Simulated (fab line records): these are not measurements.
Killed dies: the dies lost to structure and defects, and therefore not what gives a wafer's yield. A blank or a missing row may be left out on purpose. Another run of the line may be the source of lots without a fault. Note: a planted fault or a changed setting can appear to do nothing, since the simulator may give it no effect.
Which tool is to blame? | flow n5 finfet | 10 lots, 30 wafers sampled, at 5 steps of a route of 1938

WHAT THE GAUGES SHOWED, per wafer
N5_BEOL_M4_RC_MEAS_101. Usual: DIBL_N 37.1 mV/V, standard deviation 1.9; DIBL_P 37.2 mV/V, standard deviation 2.3; IOFF_N 0.18 nA/um, standard deviation 0.04; IOFF_P 0.23 nA/um, standard deviation 0.044; ION_N 682 uA/um, standard deviation 11; ION_P 468 uA/um, standard deviation 8.6; SS_N 71.9 mV/dec, standard deviation 0.68; SS_P 73.5 mV/dec, standard deviation 0.74; VT_N 248 mV, standard deviation 3.4; VT_P -248 mV, standard deviation 3.4.
lot  | measured     | on        | DIBL_N (mV/V)  | DIBL_P (mV/V)  | IOFF_N (nA/um) | IOFF_P (nA/um) | ION_N (uA/um) | ION_P (uA/um) | SS_N (mV/dec)  | SS_P (mV/dec)  | VT_N (mV)   | VT_P (mV)      | flag
L402 | day 8 02:03  | prober-01 | 38.1 35.5 38.4 | 37.9 34.4 37.7 | 0.19 0.13 0.19 | 0.25 0.20 0.25 | 676 668 679   | 471 460 465   | 71.6 71.4 72.1 | 73.4 72.3 73.3 | 248 254 250 | -247 -250 -248 |
L405 | day 8 19:58  | prober-02 | 38.1 35.6 35.8 | 37.6 34.7 34.2 | 0.21 0.15 0.16 | 0.31 0.24 0.24 | 687 673 680   | 479 473 473   | 72.3 71.4 70.9 | 74.1 73.8 73.1 | 246 248 247 | -240 -245 -246 |
L407 | day 9 00:59  | prober-01 | 40.9 38.7 39.4 | 38.9 35.7 37.6 | 0.24 0.19 0.19 | 0.29 0.22 0.25 | 696 677 678   | 474 460 463   | 72.2 71.5 71.9 | 73.9 72.8 73.9 | 242 246 248 | -246 -248 -248 |
L409 | day 9 06:25  | prober-02 | 32.9 35.6 34.9 | 33.4 35.8 34.8 | 0.11 0.16 0.15 | 0.16 0.19 0.17 | 660 679 670   | 455 461 460   | 70.7 71.8 72.0 | 72.0 72.5 72.5 | 254 248 249 | -254 -252 -254 |
L416 | day 11 06:06 | prober-02 | 38.3 37.2 37.1 | 39.1 36.0 35.7 | 0.22 0.18 0.19 | 0.28 0.21 0.21 | 692 667 663   | 470 453 458   | 72.2 73.5 72.6 | 73.0 73.0 73.1 | 246 251 248 | -246 -252 -251 |
L414 | day 11 07:41 | prober-01 | 39.4 37.2 39.0 | 41.0 37.9 41.0 | 0.24 0.19 0.24 | 0.35 0.27 0.34 | 692 693 710   | 477 473 485   | 72.1 71.9 73.3 | 74.1 74.3 74.0 | 243 245 242 | -243 -247 -242 |
L418 | day 11 21:11 | prober-01 | 40.2 37.6 39.0 | 42.0 39.5 39.6 | 0.26 0.20 0.22 | 0.30 0.26 0.25 | 697 687 681   | 471 465 455   | 73.5 72.0 72.6 | 74.6 74.1 74.0 | 244 246 246 | -245 -248 -247 |
L419 | day 12 01:38 | prober-02 | 38.1 37.3 37.4 | 37.8 37.4 37.3 | 0.16 0.18 0.16 | 0.21 0.22 0.21 | 685 687 676   | 469 471 470   | 71.9 72.5 72.7 | 73.6 73.9 72.8 | 250 247 251 | -252 -251 -251 |
L423 | day 13 07:31 | prober-02 | 35.7 40.3 36.5 | 36.0 39.2 36.0 | 0.16 0.23 0.16 | 0.20 0.24 0.20 | 685 684 685   | 469 461 468   | 70.9 72.7 71.6 | 73.0 74.4 73.3 | 248 245 249 | -250 -252 -253 |
L425 | day 13 09:58 | prober-02 | 36.4 36.8 37.0 | 36.7 36.7 37.2 | 0.17 0.17 0.18 | 0.21 0.22 0.23 | 672 671 675   | 459 454 460   | 71.2 72.2 71.9 | 73.0 73.5 73.8 | 248 248 247 | -252 -250 -250 |

TOOL THAT RAN EACH LOT (tool first, then ch and the chambers of the sampled wafers, then the start)
lot  | N5_BEOL_M1_SPUTTER_48        | N5_BEOL_M1_SPUTTER_81        | N5_BEOL_M1_ANNEAL_93         | N5_BEOL_M1_CMP_52
L402 | pvd sputter-02, day 6 07:28  | pvd sputter-02, day 6 07:54  | pvd sputter-02, day 6 08:52  | cmp-03 ch 0,1, day 6 09:44
L405 | pvd sputter-02, day 7 00:40  | pvd sputter-02, day 7 01:07  | pvd sputter-02, day 7 02:04  | cmp-02 ch 0,1,2, day 7 02:56
L407 | pvd sputter-01, day 7 12:14  | pvd sputter-01, day 7 12:40  | pvd sputter-01, day 7 13:38  | cmp-03 ch 0,2, day 7 14:29
L409 | pvd sputter-03, day 8 00:52  | pvd sputter-03, day 8 01:19  | pvd sputter-03, day 8 02:16  | cmp-04 ch 1,2,3, day 8 03:07
L416 | pvd sputter-02, day 9 23:55  | pvd sputter-02, day 10 00:22 | pvd sputter-02, day 10 01:19 | cmp-03 ch 0,2,3, day 10 02:10
L414 | pvd sputter-03, day 10 00:03 | pvd sputter-03, day 10 00:29 | pvd sputter-03, day 10 01:27 | cmp-03 ch 0,1,2, day 10 02:24
L418 | pvd sputter-03, day 10 05:22 | pvd sputter-03, day 10 05:49 | pvd sputter-03, day 10 06:46 | cmp-02 ch 1,2, day 10 07:37
L419 | pvd sputter-03, day 10 13:51 | pvd sputter-03, day 10 14:17 | pvd sputter-03, day 10 15:15 | cmp-04 ch 0,1,2, day 10 16:07
L423 | pvd sputter-02, day 11 20:13 | pvd sputter-02, day 11 20:40 | pvd sputter-02, day 11 21:37 | cmp-04 ch 0,1,2, day 11 22:56
L425 | pvd sputter-01, day 12 00:40 | pvd sputter-01, day 12 01:06 | pvd sputter-01, day 12 02:04 | cmp-04 ch 1,2,3, day 12 03:14
- N5_BEOL_M1_SPUTTER_48: material Cu, target thk 4.5 nm, time 8.29 s.
- N5_BEOL_M1_SPUTTER_81: material Cu, target thk 4.5 nm, time 8.29 s.
- N5_BEOL_M1_ANNEAL_93: time 240 s.
- N5_BEOL_M1_CMP_52: polishes, stops on SiOC, t overpolish 6.8 s, target thk 40 nm.

WHAT THE TOOLS THEMSELVES READ (means of the sampled wafers that have a number; where no wafer has one, the mark that the record gives instead)
N5_BEOL_M1_SPUTTER_48. Usual: chuck gas flow sccm 1.27 sccm, standard deviation 0.054; chuck sensor temp C -16.0 C, standard deviation 0.51; throttle valve pct 30.1 %, standard deviation 1.5.
lot  | tool           | chuck gas flow sccm (sccm) | chuck sensor temp C (C) | throttle valve pct (%) | flag
L402 | pvd sputter-02 | 1.23                       | -16.3                   | 30.9                   |
L405 | pvd sputter-02 | 1.24                       | -15.9                   | 29.8                   |
L407 | pvd sputter-01 | 1.21                       | -16.1                   | 29.0                   |
L409 | pvd sputter-03 | 1.25                       | -16.8                   | 31.0                   |
L416 | pvd sputter-02 | 1.26                       | -16.1                   | 31.2                   |
L414 | pvd sputter-03 | 1.27                       | -15.9                   | 30.3                   |
L418 | pvd sputter-03 | 1.29                       | -15.9                   | 30.9                   |
L419 | pvd sputter-03 | 1.24                       | -15.9                   | 30.8                   |
L423 | pvd sputter-02 | 1.28                       | -15.6                   | 28.4                   |
L425 | pvd sputter-01 | 1.28                       | -16.4                   | 29.5                   |

N5_BEOL_M1_SPUTTER_81. Usual: chuck gas flow sccm 1.26 sccm, standard deviation 0.056; chuck sensor temp C -16.0 C, standard deviation 0.52; throttle valve pct 30.1 %, standard deviation 1.5.
lot  | tool           | chuck gas flow sccm (sccm) | chuck sensor temp C (C) | throttle valve pct (%) | flag
L402 | pvd sputter-02 | 1.27                       | -16.4                   | 30.9                   |
L405 | pvd sputter-02 | 1.26                       | -15.7                   | 29.9                   |
L407 | pvd sputter-01 | 1.34                       | -16.1                   | 29.1                   |
L409 | pvd sputter-03 | 1.23                       | -16.7                   | 30.9                   |
L416 | pvd sputter-02 | 1.26                       | -16.1                   | 31.3                   |
L414 | pvd sputter-03 | 1.26                       | -15.8                   | 30.3                   |
L418 | pvd sputter-03 | 1.31                       | -15.8                   | 30.9                   |
L419 | pvd sputter-03 | 1.27                       | -15.9                   | 30.9                   |
L423 | pvd sputter-02 | 1.27                       | -15.7                   | 28.4                   |
L425 | pvd sputter-01 | 1.26                       | -16.4                   | 29.5                   |

N5_BEOL_M1_ANNEAL_93. Usual: heater power w reads 874 W (standard deviation 73).
lot  | tool           | heater power w (W) | flag
L402 | pvd sputter-02 | 899                |
L405 | pvd sputter-02 | 923                |
L407 | pvd sputter-01 | 837                |
L409 | pvd sputter-03 | 871                |
L416 | pvd sputter-02 | 896                |
L414 | pvd sputter-03 | 875                |
L418 | pvd sputter-03 | 827                |
L419 | pvd sputter-03 | 824                |
L423 | pvd sputter-02 | 920                |
L425 | pvd sputter-01 | 792                |

N5_BEOL_M1_CMP_52. Usual: barrier field endpoint s 25.1 s, standard deviation 0.57; edge zone pressure frac 1.000, standard deviation 0.0049; head pressure psi 0.9999 psi, standard deviation 0.0021; motor current A 6.0 A, standard deviation 0.55; overpolish run s 6.800 s, standard deviation 0.0095; time to endpoint s 63.6 s, standard deviation 2.8.
lot  | tool   | barrier field endpoint s (s) | edge zone pressure frac | head pressure psi (psi) | motor current A (A) | overpolish run s (s) | time to endpoint s (s) | flag
L402 | cmp-03 | 25.3                         | 1.000                   | 0.9982                  | 5.9                 | 6.814                | 61.9                   |
L405 | cmp-02 | 25.7                         | 1.005                   | 1.0011                  | 6.1                 | 6.810                | 62.3                   |
L407 | cmp-03 | 25.3                         | 0.997                   | 1.0001                  | 5.9                 | 6.791                | 61.5                   |
L409 | cmp-04 | 24.5                         | 0.997                   | 0.9988                  | 5.8                 | 6.800                | 65.6                   |
L416 | cmp-03 | 25.4                         | 1.004                   | 0.9682                  | 6.0                 | 6.797                | 64.3                   | OFF
L414 | cmp-03 | 25.6                         | 0.998                   | 0.9680                  | 6.0                 | 6.810                | 61.8                   | OFF
L418 | cmp-02 | 25.3                         | 1.001                   | 0.9989                  | 5.8                 | 6.813                | 63.6                   |
L419 | cmp-04 | 24.8                         | 0.995                   | 1.0006                  | 5.4                 | 6.802                | 63.3                   |
L423 | cmp-04 | 25.2                         | 0.998                   | 1.0024                  | 5.6                 | 6.809                | 64.6                   |
L425 | cmp-04 | 25.1                         | 1.003                   | 0.9993                  | 5.7                 | 6.793                | 64.8                   |

THE ANSWER, worked out from the rows above alone
Rule: lot off if the mean of its wafers having a number is beyond 3 standard deviations from the usual mean. A lot without any number at a reading at which 4 lots or more have one is off too. Any other lot the step has rows for is counted as sound. The gauges are gone through in route order, then the tools' own readings, and for those a lot's mean is taken as printed above. The first step at which some lot is off is used, and at that step the reading that is off furthest; a lot without a number counts as furthest.
Off, at N5_BEOL_M1_CMP_52 on head pressure psi: L416, L414.
A tool fits if, at that step or a process step before it, it ran every lot that is off, and no sound lot after the first of them. One fits: N5_BEOL_M1_CMP_52 on cmp-03. Its last sound lot is L407 (day 7 14:29), its first lot that is off L416 (day 10 02:10): a fault that began between those two fits.
The tool's own readings at N5_BEOL_M1_CMP_52 bear it out: on the lots that are off they differ by more than 5 times the standard deviation of the sound lots' means. head pressure psi reads 0.9681 psi there against 0.9999 psi on the sound lots.

WHAT THE SIMULATOR HAD INSERTED
cmp-03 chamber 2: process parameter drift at N5_BEOL_M1_CMP_52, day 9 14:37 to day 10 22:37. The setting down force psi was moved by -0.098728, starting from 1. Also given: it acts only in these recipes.
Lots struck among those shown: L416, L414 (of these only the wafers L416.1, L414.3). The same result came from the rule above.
